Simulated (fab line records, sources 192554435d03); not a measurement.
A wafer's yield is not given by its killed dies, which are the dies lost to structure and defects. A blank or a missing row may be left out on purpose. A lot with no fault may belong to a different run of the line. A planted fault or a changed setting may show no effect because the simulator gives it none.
Chamber matching | flow n5_finfet | pecvd-04 running N5_BEOL_M15_ILD_DEP_00: 3 sister chambers
The step deposits SiO2 from TEOS/O2, target thk 1629.3 nm, time 346.1 s. 6 wafers are shown with their chamber, then 8 later ones without.

== EACH WAFER AND ITS CHAMBER ==
wafer  | chamber | throttle_valve_pct (%) | showerhead_plenum_p_Torr (Torr)
L085.1 | 1       | 19.3                   | 8.30
L085.2 | 2       | 19.2                   | 8.38
L085.4 | 0       | 18.0                   | 8.26
L085.5 | 2       | 19.2                   | 8.39
L085.6 | 1       | 19.1                   | 8.30
L089.1 | 0       | 18.0                   | 8.26

== WAFERS WITHOUT THEIR CHAMBER ==
wafer  | throttle_valve_pct (%) | showerhead_plenum_p_Torr (Torr)
L089.4 | 18.2                   | 8.27
L089.6 | 19.2                   | 8.38
L094.1 | 18.9                   | 8.30
L094.4 | 19.5                   | 8.37
L094.5 | 17.9                   | 8.30
L096.3 | 17.8                   | 8.28
L096.4 | 19.4                   | 8.38
L096.6 | 18.2                   | 8.31

== CHAMBER TAKEN BY EACH ==
wafer  | from the rows above     | in truth
L089.4 | 0                       | 0
L089.6 | 2                       | 2
L094.1 | 1                       | 1
L094.4 | 2                       | 2
L094.5 | 0                       | 0
L096.3 | 0                       | 0
L096.4 | 2                       | 2
L096.6 | can't be placed: 1 or 0 | 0
Placed correctly: 7 of 8. Not placeable from these rows: 1 (in 1, the candidates include the true chamber). Placed wrongly: 0.
How it was worked out, from the rows above alone: a wafer's distance from a chamber is the root of the sum, over the readings, of the square of ((its reading less the chamber's mean) divided by the reading's scatter). If the next closest chamber is less than 2 further off than the closest, the wafer can't be placed; otherwise it belongs to the closest. Each chamber's mean is taken over the wafers shown for it. How the scatter is found: for the shown wafers, subtract from each reading the mean of its chamber, square and add these, divide the total by (wafers less chambers), then take the root.
